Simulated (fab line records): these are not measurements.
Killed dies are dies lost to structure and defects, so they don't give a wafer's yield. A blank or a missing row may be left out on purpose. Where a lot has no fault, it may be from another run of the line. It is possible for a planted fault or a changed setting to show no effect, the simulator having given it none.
Struck lot and sound lot, side by side	flow n5_finfet	15 out of 1938 route steps
Sound: wafers L977.2, L977.4, L977.6. Wafers struck: L986.2, L986.3, L986.5. At the end, the cause is stated.
For every step that has rows: the tool of each side, followed by ch and its chambers, followed by its first start. Under that, the readings that differ: sound wafers	struck wafers	difference of the means	sigmas: that difference in standard deviations of wafers without a fault.
alike: readings with means less than 2 such deviations apart, plus words and numbers identical on both sides. not compared: withheld readings, readings lacking a value on some wafer, bounds such as >300 that could conceal the same value, and numbers that have no deviation in the record and whose values overlap.
Wherever a step has rows on one side only, a row that says differs or no value, or a row with sigmas, the two part there. Numbers that have no deviation but don't overlap get no sigmas and don't part them. A reading missing from all wafers of one side parts the sides only when that side holds two or more wafers.

first, 7 steps without rows for these wafers: N5_PASSIVATION_COAT_38; N5_PASSIVATION_EBR_40; N5_PASSIVATION_SOFTBAKE_39 (time 120 s); N5_PASSIVATION_EXPOSE_41 (exposes mask PASS OPEN, defocus 0 nm, target cd 40000 nm); N5_PASSIVATION_PEB_42; N5_PASSIVATION_DEVELOP_43 (develop time 60 s); N5_PASSIVATION_HARDBAKE_45 (time 120 s).
N5_PASSIVATION_CD_MEAS_44 targets a cd of 40000 nm.
  sound on cd_sem-02 ch 0, day 13 10:35; struck on cd_sem-01 ch 0, day 15 04:16
  alike: cd_nm
N5_PASSIVATION_OVL_MEAS_66:
  sound on overlay-01 ch 0, day 13 10:37; struck on overlay-01 ch 0, day 15 04:17
  alike: PASS_OPEN_OVL
N5_PASSIVATION_INSPECT_67: inspects for defects (macro).
  sound on defect_inspect-02 at day 13 10:38; struck on defect_inspect-01 at day 15 04:19
  alike: raw_defect_count
N5_PASSIVATION_DESCUM_46: chemistry O2, time 7.9 s.
  sound on rie_diel-01 ch 0,1,3, day 13 10:40; struck on rie_diel-01 ch 0,3, day 15 04:32
  alike: drypump_motor_current_A, oes_product_au, rf_vpp_V, showerhead_plenum_p_Torr, throttle_valve_pct
  not compared: rf_hours_counter_h
N5_PASSIVATION_PASS_ETCH_47: etches SiNx in CF4/O2, target depth 770 nm, time 385 s.
  sound on rie_diel-01 ch 0,1,3, day 13 10:42; struck on rie_diel-01 ch 0,3, day 15 04:35
  alike: cf4_flow_sccm, drypump_motor_current_A, oes_product_au, rf_fwd_power_W, rf_vpp_V, showerhead_plenum_p_Torr, throttle_valve_pct
  not compared: rf_hours_counter_h
N5_PASSIVATION_ETCH_54: etches SiO2 in CHF3/O2, target depth 880 nm, time 440 s.
  sound on rie_diel-01 ch 0,1,3, day 13 10:56; struck on rie_diel-01 ch 0,3, day 15 04:48
reading	sound	struck	difference	sigmas
rf_fwd_power_W (W)	646.4 649.6 648.2	492.5 492.1 493.2	-155.5	-82
rf_vpp_V (V)	522 524 499	572 597 598	+74	+5
model.PASSIVATION.feature_depth_nm (nm)	860.2 883.8 882.2	802.4 783.2 785	-85.2	
model.etch.depth_nm (nm)	860.1 883.9 882.2	802.3 783.3 785.1	-85.2	
  alike: drypump_motor_current_A, oes_product_au, showerhead_plenum_p_Torr, throttle_valve_pct
  not compared: rf_hours_counter_h
N5_PASSIVATION_STRIP_48: strips in O2.
  sound on rie_diel-01 ch 0,1,3, day 13 11:13; struck on rie_diel-01 ch 0,3, day 15 05:05
  alike: drypump_motor_current_A, oes_product_au, rf_vpp_V, showerhead_plenum_p_Torr, throttle_valve_pct
  not compared: rf_hours_counter_h
N5_PASSIVATION_PROBE_49:
  sound on prober-01 at day 13 13:55; struck on prober-01 at day 15 07:40
reading	sound	struck	difference	sigmas
killed_at_other	3 5 1	4 23 13	+10	+4
sort_bin_5_function (%)	4.7 4.1 3.7	6.0 7.7 7.6	+2.9	+3
  alike: defect_limited_yield, killed_at_M0_to_M3, killed_at_M4_up, killed_at_contacts, killed_at_front_end, killed_dies, killed_open, killed_short, sort_bin_6_memory, sort_bin_8_speed, sort_n_pass

== WHERE THEY PART ==
First at N5_PASSIVATION_ETCH_54; last, within this record, at N5_PASSIVATION_PROBE_49.

WHY: whatever the simulator had introduced
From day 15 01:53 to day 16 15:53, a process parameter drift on rie_diel-01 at N5_PASSIVATION_ETCH_54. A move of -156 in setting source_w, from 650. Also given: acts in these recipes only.
